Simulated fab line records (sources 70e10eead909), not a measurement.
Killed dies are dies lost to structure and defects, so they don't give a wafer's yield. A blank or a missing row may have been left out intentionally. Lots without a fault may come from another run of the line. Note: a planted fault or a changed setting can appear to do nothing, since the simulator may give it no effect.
Matching of chambers :: flow nandHarc :: 4 sister chambers for NHARC_P_STI_CMP_21 on cmp-02
The step polishes, t overpolish 20 s, target thk 380.67 nm. 8 wafers are shown with their chamber, then 7 later ones without.

WAFERS WITH THEIR CHAMBER
wafer: L503.3
chamber: 2
overpolishRunS (s): 19.987
motorCurrentA (A): 13.2

wafer: L505.3
chamber: 3
overpolishRunS (s): 19.994
motorCurrentA (A): 12.5

wafer: L508.3
chamber: 3
overpolishRunS (s): 20.025
motorCurrentA (A): 13.0

wafer: L508.5
chamber: 1
overpolishRunS (s): 19.989
motorCurrentA (A): 11.9

wafer: L514.1
chamber: 2
overpolishRunS (s): 19.991
motorCurrentA (A): 12.6

wafer: L514.6
chamber: 1
overpolishRunS (s): 20.004
motorCurrentA (A): 11.7

wafer: L520.3
chamber: 0
overpolishRunS (s): 19.999
motorCurrentA (A): 12.9

wafer: L520.5
chamber: 0
overpolishRunS (s): 20.010
motorCurrentA (A): 12.2

WAFERS WITH NO CHAMBER GIVEN
wafer: L520.6
overpolishRunS (s): 20.005
motorCurrentA (A): 11.9

wafer: L523.1
overpolishRunS (s): 20.003
motorCurrentA (A): 13.8

wafer: L523.2
overpolishRunS (s): 19.992
motorCurrentA (A): 12.8

wafer: L523.3
overpolishRunS (s): 19.999
motorCurrentA (A): 13.0

wafer: L524.2
overpolishRunS (s): 19.994
motorCurrentA (A): 13.2

wafer: L524.3
overpolishRunS (s): 20.000
motorCurrentA (A): 13.0

wafer: L524.6
overpolishRunS (s): 19.995
motorCurrentA (A): 12.3

THE CHAMBER EACH PASSED THROUGH
wafer: L520.6
from the rows above: can't be placed: 1 or 0 or 3
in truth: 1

wafer: L523.1
from the rows above: can't be placed: 2 or 3 or 0
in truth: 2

wafer: L523.2
from the rows above: can't be placed: 2 or 0 or 3
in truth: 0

wafer: L523.3
from the rows above: can't be placed: 2 or 3 or 0
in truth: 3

wafer: L524.2
from the rows above: can't be placed: 2 or 3 or 0
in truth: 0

wafer: L524.3
from the rows above: can't be placed: 2 or 3 or 0
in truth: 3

wafer: L524.6
from the rows above: can't be placed: 0 or 1 or 3 or 2
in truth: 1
Correctly placed: 0 of 7. Cannot be placed on the basis of these rows: 7; the candidates contain the true chamber in 7. 0 placed wrongly.
How it was worked out, from the rows above alone: a wafer's distance from a chamber is the root of the sum, over the readings, of the square of ((its reading less the chamber's mean) divided by the reading's scatter). The wafer belongs to the nearest chamber; if the next one is less than 2 further off, it can't be placed. For every chamber, the mean is computed from those of its wafers that are shown. How the scatter is found: for the shown wafers, subtract from each reading the mean of its chamber, square and add these, divide the total by (wafers less chambers), then take the root.
